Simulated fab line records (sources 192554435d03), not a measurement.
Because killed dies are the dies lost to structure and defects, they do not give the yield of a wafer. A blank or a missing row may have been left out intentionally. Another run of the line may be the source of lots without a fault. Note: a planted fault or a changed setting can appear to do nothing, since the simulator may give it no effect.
Chamber matching + flow n5Finfet + N5_BEOL_M10_ILD_DEP_00 on pecvd-03 has 3 sister chambers
The step deposits SiCOH lowk from DEMS/porogen, target thk 308.51 nm, time 58 s. 20 wafers are shown with their chamber, then 10 later ones without.

== EACH WAFER AND ITS CHAMBER ==
| wafer  | chamber | throttleValvePct (%) | showerheadPlenumPTorr (Torr) | heaterPowerW (W) |
|--------|---------|----------------------|------------------------------|------------------|
| L074.3 | 0       | 12.7                 | 5.726                        | 359              |
| L074.4 | 1       | 15.2                 | 5.733                        | 299              |
| L074.5 | 0       | 12.5                 | 5.694                        | 275              |
| L075.2 | 1       | 15.2                 | 5.720                        | 318              |
| L075.3 | 1       | 15.0                 | 5.720                        | 326              |
| L075.5 | 0       | 12.4                 | 5.707                        | 275              |
| L079.1 | 2       | 11.7                 | 5.725                        | 302              |
| L079.2 | 0       | 12.5                 | 5.722                        | 343              |
| L079.3 | 1       | 15.3                 | 5.721                        | 319              |
| L080.2 | 1       | 15.3                 | 5.728                        | 311              |
| L080.5 | 1       | 15.0                 | 5.750                        | 320              |
| L080.6 | 2       | 11.4                 | 5.726                        | 273              |
| L081.2 | 2       | 11.8                 | 5.721                        | 308              |
| L081.4 | 2       | 11.6                 | 5.736                        | 244              |
| L081.5 | 0       | 12.2                 | 5.709                        | 344              |
| L082.2 | 1       | 15.2                 | 5.717                        | 314              |
| L082.3 | 2       | 11.7                 | 5.736                        | 298              |
| L082.5 | 2       | 11.9                 | 5.733                        | 308              |
| L084.2 | 1       | 15.2                 | 5.724                        | 332              |
| L084.3 | 2       | 11.7                 | 5.712                        | 245              |

SIGNATURES (averages over the wafers above)
| reading               | chamber 0 | chamber 1 | chamber 2 | scatter within a chamber |
|-----------------------|-----------|-----------|-----------|--------------------------|
| throttleValvePct      | 12.460    | 15.175    | 11.686    | 0.149                    |
| showerheadPlenumPTorr | 5.71160   | 5.72663   | 5.72700   | 0.0106                   |
| heaterPowerW          | 319.20    | 317.38    | 282.57    | 26.9                     |
Rule: a wafer lies at a distance from a chamber equal to the root of the sum of squares, over the readings, of (its reading less the chamber's mean, divided by the reading's scatter). The wafer belongs to the nearest chamber; if the next one is less than 2 further off, it can't be placed. The scatter: take each reading less its chamber's mean, square it, sum over the shown wafers, divide by the number of wafers less the number of chambers, and take the root.

== WAFERS WHOSE CHAMBER IS MISSING ==
| wafer  | throttleValvePct (%) | showerheadPlenumPTorr (Torr) | heaterPowerW (W) |
|--------|----------------------|------------------------------|------------------|
| L084.4 | 15.2                 | 5.721                        | 314              |
| L088.2 | 11.9                 | 5.729                        | 277              |
| L088.4 | 12.9                 | 5.718                        | 350              |
| L088.6 | 11.6                 | 5.724                        | 271              |
| L089.1 | 11.8                 | 5.725                        | 263              |
| L089.2 | 15.1                 | 5.720                        | 312              |
| L089.3 | 12.7                 | 5.716                        | 316              |
| L092.3 | 11.9                 | 5.728                        | 274              |
| L092.4 | 12.6                 | 5.714                        | 307              |
| L092.5 | 14.9                 | 5.721                        | 262              |

== WHICH CHAMBER EACH ONE RAN IN ==
| wafer  | from the rows above | in truth |
|--------|---------------------|----------|
| L084.4 | 1                   | 1        |
| L088.2 | 2                   | 2        |
| L088.4 | 0                   | 0        |
| L088.6 | 2                   | 2        |
| L089.1 | 2                   | 2        |
| L089.2 | 1                   | 1        |
| L089.3 | 0                   | 0        |
| L092.3 | 2                   | 2        |
| L092.4 | 0                   | 0        |
| L092.5 | 1                   | 1        |
Correctly placed: 10 of 10. Not placeable from these rows: 0. Placed wrongly: 0.
